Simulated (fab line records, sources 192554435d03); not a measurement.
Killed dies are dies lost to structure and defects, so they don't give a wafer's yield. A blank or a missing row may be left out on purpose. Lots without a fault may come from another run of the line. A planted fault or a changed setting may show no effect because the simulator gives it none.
Which tool did it? | flow n5_finfet | 10 lots, 27 wafers sampled, at 1 step of a route of 1938

WHAT THE GAUGES READ, wafer by wafer
N5_BEOL_M6_INSPECT_13: inspects for defects (brightfield).
lot  | measured     | on                | raw_defect_count
L570 | day 12 08:02 | defect_inspect-01 | 342 292 365
L574 | day 12 16:38 | defect_inspect-02 | 303 374 468
L572 | day 13 03:54 | defect_inspect-02 | 402 388 399
L576 | day 13 13:04 | defect_inspect-02 | 356 562 715
L577 | day 14 14:23 | defect_inspect-02 | 382 407
L581 | day 14 19:22 | defect_inspect-01 | 274 377
L583 | day 15 23:56 | defect_inspect-01 | 281 368
L586 | day 16 06:26 | defect_inspect-01 | 306 378 350
L587 | day 16 06:37 | defect_inspect-02 | 367 309 302
L590 | day 17 06:44 | defect_inspect-01 | 429 417 463

WHICH TOOL RAN EACH LOT (tool, then ch and the chambers of the sampled wafers, then the start)
The record holds no process step before these readings.

THE ANSWER, worked out from the rows above alone
Rule: what is usual is taken from the lots themselves. Put in order of their means at a reading, lots are off if they are a third of the lots or fewer, leave a main group of 4 or more, and stand apart from it by a gap of 3 or more times the standard deviation of the main group's means; of several such gaps the widest counts. A main group whose means are all the same, to the digits that the tables above print for the reading, isn't used. A lot without any number at a reading at which 4 lots or more have one is off too. The other lots that the step has rows for count as sound.
No lot is off at any reading shown: from this, nothing can be told.

WHAT THE SIMULATOR HAD PUT IN
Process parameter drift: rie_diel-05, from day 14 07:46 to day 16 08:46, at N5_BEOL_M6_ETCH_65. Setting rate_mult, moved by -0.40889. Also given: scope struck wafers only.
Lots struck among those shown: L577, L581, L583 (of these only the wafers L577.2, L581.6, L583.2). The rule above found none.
